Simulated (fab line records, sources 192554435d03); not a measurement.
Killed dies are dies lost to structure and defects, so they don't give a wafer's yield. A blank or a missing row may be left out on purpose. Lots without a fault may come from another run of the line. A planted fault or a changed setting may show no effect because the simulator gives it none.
A struck lot beside a sound one | flow n5_finfet | 16 steps out of a route of 1938
Sound: wafers L338.2, L338.3, L338.5. Struck: wafers L345.1, L345.5, L345.6. The cause comes at the end.
At each step with rows: each side's tool, then ch and its chambers, then its first start. Under that, the readings that differ: sound wafers | struck wafers | difference of the means | sigmas: that difference in standard deviations of wafers without a fault.
alike: readings whose means differ by less than 2 such deviations, and words and numbers that are the same on both sides. not compared: withheld readings, readings that some wafer has no value for, bounds like >300 that may hide the same value, and numbers for which the record gives no deviation and whose values overlap.
The two part at a step that has a row with sigmas, a row that says differs or no value, or rows on one side only. Numbers that don't overlap but have no deviation are shown without sigmas and don't part them. A reading that every wafer of one side lacks parts them only if that side has two wafers or more.

N5_HKMG_FIN_STRIP_34: strips in CF4.
  sound on rie_diel-05 ch 1,2,3, day 4 15:36; struck on rie_diel-06 ch 2,3, day 6 10:29
  alike: drypump_motor_current_A, oes_product_au, rf_vpp_V, showerhead_plenum_p_Torr, throttle_valve_pct
  not compared: rf_hours_counter_h
then, 3 steps without rows for these wafers: N5_HKMG_FIN_ETCH_35 (etches SOC in N2/H2, target depth 215.8 nm, time 243.4 s); N5_HKMG_FIN_STRIP_92 (strips SOC in N2/H2, time 20 s); N5_HKMG_FIN_WET_ETCH_18 (etches TiN in SC1, time 55 s, target depth 5.2 nm, rinse time 30 s).
N5_HKMG_FIN_STRIP_19: strips in N2/H2, time 360 s.
  sound on plasma_asher-01 ch 0,1, day 4 16:03; struck on plasma_asher-02 ch 0,1, day 6 10:47
  alike: drypump_motor_current_A, heater_power_w
  not compared: rf_hours_counter_h
N5_HKMG_FIN_ALD_91: deposits TiN, target thk 1 nm, pulse time 1 s, purge time 3 s.
  sound on ald_metal-03 ch 1,3, day 4 16:26; struck on ald_metal-02 ch 2,3, day 6 11:10
  reading              | sound                | struck               | difference | sigmas
  susceptor_temp_C (C) | 400.07 400.24 400.59 | 399.64 399.83 399.97 | -0.49      | -2
  alike: heater_power_w, precursor_pulse_height_rel
then, 1 step without rows for these wafers: N5_HKMG_FIN_COAT_85 (time 60 s, resist thk 300 nm).
N5_HKMG_FIN_ETCH_86: etches SOC in N2/H2, stops on TiN, target depth 393.2 nm.
  sound on rie_diel-03 ch 0,1,2, day 4 16:46; struck on rie_diel-03 ch 0,2, day 6 11:31
  alike: drypump_motor_current_A, oes_product_au, rf_vpp_V, showerhead_plenum_p_Torr, throttle_valve_pct
  not compared: rf_hours_counter_h
N5_HKMG_FIN_STRIP_89: strips SOC in N2/H2, time 20 s.
  sound on rie_diel-03 ch 0,1,2, day 4 16:50; struck on rie_diel-03 ch 0,2, day 6 11:34
  reading      | sound          | struck         | difference | sigmas
  rf_vpp_V (V) | 56.0 53.2 54.8 | 52.1 52.4 53.0 | -2.2       | -2
  alike: drypump_motor_current_A, oes_product_au, showerhead_plenum_p_Torr, throttle_valve_pct
  not compared: rf_hours_counter_h
then, 3 steps without rows for these wafers: N5_HKMG_FIN_WET_ETCH_87 (etches TiN in SC1, time 154.2 s, target depth 4.7 nm, rinse time 30 s); N5_HKMG_FIN_STRIP_88 (strips in N2/H2, time 360 s); N5_HKMG_FIN_NWFM_ALD_20 (deposits TiAlC, target thk 2 nm, pulse time 3 s, purge time 2 s).
N5_HKMG_FIN_ALD_71: deposits TiN, target thk 1 nm, pulse time 1 s, purge time 3 s.
  sound on ald_metal-02 ch 1,2, day 4 17:30; struck on ald_metal-01 ch 0,3, day 6 12:14
  reading              | sound                | struck               | difference | sigmas
  susceptor_temp_C (C) | 399.89 399.98 399.82 | 404.23 404.17 404.17 | +4.29      | +18
  alike: heater_power_w, precursor_pulse_height_rel
then, 1 step without rows for these wafers: N5_HKMG_FIN_COAT_66 (time 60 s, resist thk 300 nm).
-- the record jumps here: 4 days lie between the struck wafers' starts before and after (it left off in module HKMG_FIN and takes up again in module BEOL_M4, whose first step shown is number 1111 of the route) --
N5_BEOL_M4_RC_MEAS_101:
  sound on prober-01 ch 0, day 8 00:25; struck on prober-02 ch 0, day 10 02:06
  alike: DIBL_N, DIBL_P, IOFF_N, IOFF_P, ION_N, ION_P, SS_N, SS_P, VT_N, VT_P
-- the record jumps here: 4 days lie between the struck wafers' starts before and after (it left off in module BEOL_M4 and takes up again in module PASSIVATION, whose first step shown is number 1936 of the route) --
N5_PASSIVATION_PROBE_49:
  the record has rows for the struck wafers here (prober-01, day 14 10:01) and none for the sound ones

WHERE THEY PART
First at N5_HKMG_FIN_ALD_91; last, within this record, at N5_PASSIVATION_PROBE_49.

WHY: what the simulator had put in
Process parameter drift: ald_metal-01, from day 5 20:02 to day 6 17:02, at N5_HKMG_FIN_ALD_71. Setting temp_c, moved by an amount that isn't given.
